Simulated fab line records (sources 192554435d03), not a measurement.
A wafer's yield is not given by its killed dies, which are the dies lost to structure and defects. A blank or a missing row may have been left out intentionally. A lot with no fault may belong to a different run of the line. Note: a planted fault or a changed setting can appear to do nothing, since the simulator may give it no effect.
Split-lot experiment | flow n5Finfet | 39 wafers read across 7 lots, on a route 1938 steps long

== ABOUT THE SPLIT ==
At N5_HKMG_FIN_EXPOSE_09 (exposes mask NWFM), the setting doseMj was moved away from the recipe's 39.25 on 18 of the 39 wafers read, by -5.7% to +7.2%. All remaining wafers had this setting at the recipe value.

== FROM THE SPLIT TO THE READING: what the file shows between them, 2 steps ==
- N5_HKMG_FIN_PEB_10: peb time 60 s
- N5_HKMG_FIN_DEVELOP_11: develop time 30 s

== THE READING ==
At N5_HKMG_FIN_CD_MEAS_12: cdNm in nanometres, against a target cd of 92.8 nm. Fault-free wafers of this fab line usually give 92.4 nm, standard deviation 0.69 nm.

wafer  | tool, chamber at the split | doseMj as run | against the recipe | cdNm, nm | against lot-mates on the recipe
L080.1 | arfiScanner-01, 0          | 39.25         | recipe             | 92.2     | -
L080.2 | arfiScanner-01, 0          | 41.4          | +5.5%              | 95.4     | +3.8
L080.3 | arfiScanner-01, 0          | 41.4          | +5.5%              | 94.6     | +3.0
L080.4 | arfiScanner-01, 0          | 41.4          | +5.5%              | 94.5     | +2.9
L080.5 | arfiScanner-01, 0          | 39.25         | recipe             | 91.6     | -
L080.6 | arfiScanner-01, 0          | 39.25         | recipe             | 90.9     | -
L083.1 | arfiScanner-02, 0          | 39.25         | recipe             | 91.5     | -
L083.2 | arfiScanner-02, 0          | 38.31         | -2.4%              | 91.5     | -0.9
L083.3 | arfiScanner-02, 0          | 39.25         | recipe             | 92.8     | -
L083.4 | arfiScanner-02, 0          | 38.31         | -2.4%              | 91.1     | -1.3
L083.5 | arfiScanner-02, 0          | 39.25         | recipe             | 93.0     | -
L083.6 | arfiScanner-02, 0          | 38.31         | -2.4%              | 91.0     | -1.4
L088.1 | arfiScanner-02, 0          | 39.25         | recipe             | 92.7     | -
L088.2 | arfiScanner-02, 0          | 39.25         | recipe             | 91.5     | -
L088.3 | arfiScanner-02, 0          | 40.68         | +3.6%              | 94.0     | +2.2
L088.4 | arfiScanner-02, 0          | 39.25         | recipe             | 91.3     | -
L088.5 | arfiScanner-02, 0          | 40.68         | +3.6%              | 94.6     | +2.8
L088.6 | arfiScanner-02, 0          | 40.68         | +3.6%              | 95.2     | +3.4
L091.1 | arfiScanner-02, 0          | 37            | -5.7%              | 88.8     | -3.2
L091.2 | arfiScanner-02, 0          | 37            | -5.7%              | 88.1     | -3.9
L091.3 | arfiScanner-02, 0          | 37            | -5.7%              | 88.9     | -3.1
L091.4 | arfiScanner-02, 0          | 39.25         | recipe             | 92.9     | -
L091.5 | arfiScanner-02, 0          | 39.25         | recipe             | 91.9     | -
L091.6 | arfiScanner-02, 0          | 39.25         | recipe             | 91.1     | -
L094.1 | arfiScanner-02, 0          | 40.96         | +4.4%              | 94.8     | +1.6
L094.2 | arfiScanner-02, 0          | 39.25         | recipe             | 92.8     | -
L094.3 | arfiScanner-02, 0          | 40.96         | +4.4%              | 95.7     | +2.5
L094.4 | arfiScanner-02, 0          | 39.25         | recipe             | 93.4     | -
L094.5 | arfiScanner-02, 0          | 39.25         | recipe             | 93.3     | -
L094.6 | arfiScanner-02, 0          | 40.96         | +4.4%              | 96.0     | +2.8
L095.2 | arfiScanner-03, 0          | 39.25         | recipe             | 91.0     | -
L095.4 | arfiScanner-03, 0          | 39.25         | recipe             | 91.6     | -
L095.6 | arfiScanner-03, 0          | 39.25         | recipe             | 92.1     | -
L096.1 | arfiScanner-01, 0          | 42.07         | +7.2%              | 97.2     | +4.8
L096.2 | arfiScanner-01, 0          | 39.25         | recipe             | 92.7     | -
L096.3 | arfiScanner-01, 0          | 42.07         | +7.2%              | 96.7     | +4.3
L096.4 | arfiScanner-01, 0          | 39.25         | recipe             | 92.6     | -
L096.5 | arfiScanner-01, 0          | 39.25         | recipe             | 91.8     | -
L096.6 | arfiScanner-01, 0          | 42.07         | +7.2%              | 96.9     | +4.5

FIT RESULTS
A straight line over all 39 wafers: cdNm changes by +0.619 nm for each +1% of doseMj; r = +0.95; the points scatter about the line by 0.71 nm.
The same after taking each lot's own level away (the mean of its wafers on the recipe; 39 wafers): +0.607 nm for each +1%; r = +0.97; scatter 0.53 nm.
On that fit, the largest move of doseMj shifts the reading by 4.4 nm.
The lots' own levels span 91.57 to 93.17 nm, that is 2.3 times the standard deviation above.
Hence the lot-to-lot level has little effect on the slope; both slopes agree.
Check: +4.36 nm against its lot-mates is what the line predicts for one of the wafers moved furthest among these (+7.2%) when that wafer is left out of the fit. It came out at +4.83 nm against them.

== ADDITIONAL SPLITS CARRIED BY THESE WAFERS ==
These wafers also went through other splits before the reading. Each is held against what the fit with the lots' levels taken away leaves over:
other split on the same wafers | wafers away from the commonest value | r with cdNm (lot level and that fit taken away)
N5_FIN_CUT_EXPOSE_05 doseMj    | 9                                    | -0.07
N5_DUMMY_GATE_ETCH_32 timeS    | 18                                   | -0.09

== FILE'S OWN FIT ==
cdNm changes by +0.61 nm for each +1% of doseMj, r = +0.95.
